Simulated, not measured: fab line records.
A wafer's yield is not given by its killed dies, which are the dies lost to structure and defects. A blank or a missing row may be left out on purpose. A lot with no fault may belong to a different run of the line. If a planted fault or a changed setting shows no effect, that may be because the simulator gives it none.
Lot-split experiment    flow n5 finfet    on a route of 1938 steps: 7 lots, 39 wafers read

THE SPLIT
At N5_BEOL_M8_TRENCH_ETCH_37 (etches SiCOH lowk in C4F6/O2, target depth 93.478 nm, time 31.2 s), the setting time s was moved away from the recipe's 31.2 s on 9 of the 39 wafers read, by -21.5% to +42.0%. All remaining wafers had this setting at the recipe value.

FROM THE SPLIT TO THE READING: what the file shows between them, 8 steps
- N5_BEOL_M8_ETCH_41: etches SiCN in CH3F/O2, target depth 31.9 nm, time 57.8 s
- N5_BEOL_M8_STRIP_80: strips in N2/H2, time 10 s
- N5_BEOL_M8_OCD_MEAS_38
- N5_BEOL_M8_HM_STRIP_39: strips TiN in peroxide tin strip, target depth 25 nm, time 158 s
- N5_BEOL_M8_SRD_40: time 30 s
- N5_BEOL_M8_ECD_50: material Cu, target thk 300 nm
- N5_BEOL_M8_ANNEAL_51: time 90 s
- N5_BEOL_M8_CMP_52: polishes, stops on SiCOH lowk, t overpolish 6.9 s, target thk 80 nm

THE READING
M8_THK, in nm, at N5_BEOL_M8_THK_MEAS_53 (measures by xrf). A value of 81.2 nm with a standard deviation of 2.1 nm is what fault-free wafers of this fab line usually give.

wafer   tool, chamber at the split  time s as run, s  against the recipe  M8_THK, nm  against lot-mates on the recipe
L075.1  rie diel-04, 3              31.2              recipe              82.5        -
L075.2  rie diel-04, 0              31.2              recipe              79.1        -
L075.3  rie diel-04, 1              31.2              recipe              80.1        -
L075.4  rie diel-04, 3              31.2              recipe              80.7        -
L075.5  rie diel-04, 1              31.2              recipe              78.8        -
L075.6  rie diel-04, 0              31.2              recipe              78.4        -
L079.1  rie diel-05, 2              31.2              recipe              83.4        -
L079.2  rie diel-05, 1              31.2              recipe              82.6        -
L079.3  rie diel-05, 3              31.2              recipe              82.1        -
L079.4  rie diel-05, 0              31.2              recipe              82.2        -
L079.5  rie diel-05, 0              31.2              recipe              81.8        -
L079.6  rie diel-05, 1              31.2              recipe              83.1        -
L077.1  rie diel-04, 1              31.2              recipe              82.9        -
L077.3  rie diel-04, 2              31.2              recipe              85.1        -
L077.6  rie diel-04, 0              31.2              recipe              81.3        -
L083.1  rie diel-05, 2              31.2              recipe              80.8        -
L083.2  rie diel-05, 0              31.2              recipe              81.6        -
L083.3  rie diel-05, 1              44.29             +42.0%              123.4       +42.4
L083.4  rie diel-05, 3              31.2              recipe              80.5        -
L083.5  rie diel-05, 0              44.29             +42.0%              118.4       +37.4
L083.6  rie diel-05, 1              44.29             +42.0%              122.6       +41.6
L091.1  rie diel-03, 3              24.49             -21.5%              58.1        -22.0
L091.2  rie diel-03, 1              31.2              recipe              80.5        -
L091.3  rie diel-03, 0              24.49             -21.5%              60.3        -19.8
L091.4  rie diel-03, 2              24.49             -21.5%              59.2        -20.9
L091.5  rie diel-03, 1              31.2              recipe              80.4        -
L091.6  rie diel-03, 2              31.2              recipe              79.5        -
L092.1  rie diel-05, 2              31.2              recipe              79.9        -
L092.2  rie diel-05, 3              36.76             +17.8%              98.2        +16.5
L092.3  rie diel-05, 0              36.76             +17.8%              97.0        +15.3
L092.4  rie diel-05, 1              31.2              recipe              82.1        -
L092.5  rie diel-05, 0              36.76             +17.8%              96.7        +15.0
L092.6  rie diel-05, 1              31.2              recipe              83.0        -
L094.1  rie diel-05, 2              31.2              recipe              84.5        -
L094.2  rie diel-05, 0              31.2              recipe              80.0        -
L094.3  rie diel-05, 1              31.2              recipe              81.8        -
L094.4  rie diel-05, 3              31.2              recipe              81.8        -
L094.5  rie diel-05, 3              31.2              recipe              81.6        -
L094.6  rie diel-05, 0              31.2              recipe              81.4        -

FIT RESULTS
A straight line over all 39 wafers: M8_THK changes by +0.964 nm for each +1% of time s; r = +0.99; the points scatter about the line by 1.7 nm.
The same after taking each lot's own level away (the mean of its wafers on the recipe; 39 wafers): +0.957 nm for each +1%; r = +1.00; scatter 1.3 nm.
On that fit, the largest move of time s shifts the reading by 40 nm.
From 79.93 to 83.10 nm: that is the span of the lots' own levels, equal to 1.5 times the standard deviation above.
Hence the lot-to-lot level has little effect on the slope; both slopes agree.
Check: with one of the wafers moved furthest among these (+42.0%) left out of the fit, the line predicts +39.3 nm for it against its lot-mates. Against them it came out at +42.4 nm.

THE WHOLE CHAIN: every reading that the file lists as answering this split, in the file's order
step                       what it does                                                         reading                                                                       change (the file's fit)                                                               r (the file's)
N5_BEOL_M8_TRENCH_ETCH_37  etches SiCOH lowk in C4F6/O2, target depth 93.478 nm, time 31.2 s    BEOL_M8.feature depth nm (the simulator's own value, which no gauge read)     +0.936 nm for each +1% of the setting                                                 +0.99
N5_BEOL_M8_TRENCH_ETCH_37  etches SiCOH lowk in C4F6/O2, target depth 93.478 nm, time 31.2 s    etch.depth nm (the simulator's own value, which no gauge read)                +0.935 nm for each +1% of the setting                                                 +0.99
N5_BEOL_M8_OCD_MEAS_38                                                                          trench depth nm                                                               +0.935 nm for each +1% of the setting                                                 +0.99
N5_BEOL_M8_CMP_52          polishes, stops on SiCOH lowk, t overpolish 6.9 s, target thk 80 nm  Cu_of_BEOL_M8_ECD_50.thk nm (the simulator's own value, which no gauge read)  +0.937 nm for each +1% of the setting                                                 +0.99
N5_BEOL_M8_THK_MEAS_53     measures by xrf                                                      M8_THK                                                                        +0.956 for each +1% of the setting                                                    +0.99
N5_BEOL_M8_RS_MEAS_57      measures by four-point-probe                                         M8_RS                                                                         not straight: 0.417 at the lowest setting, 0.284 at the recipe, 0.180 at the highest  not given

THE FILE'S OWN FIT
M8_THK changes by +0.956 nm for each +1% of time s, r = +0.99.
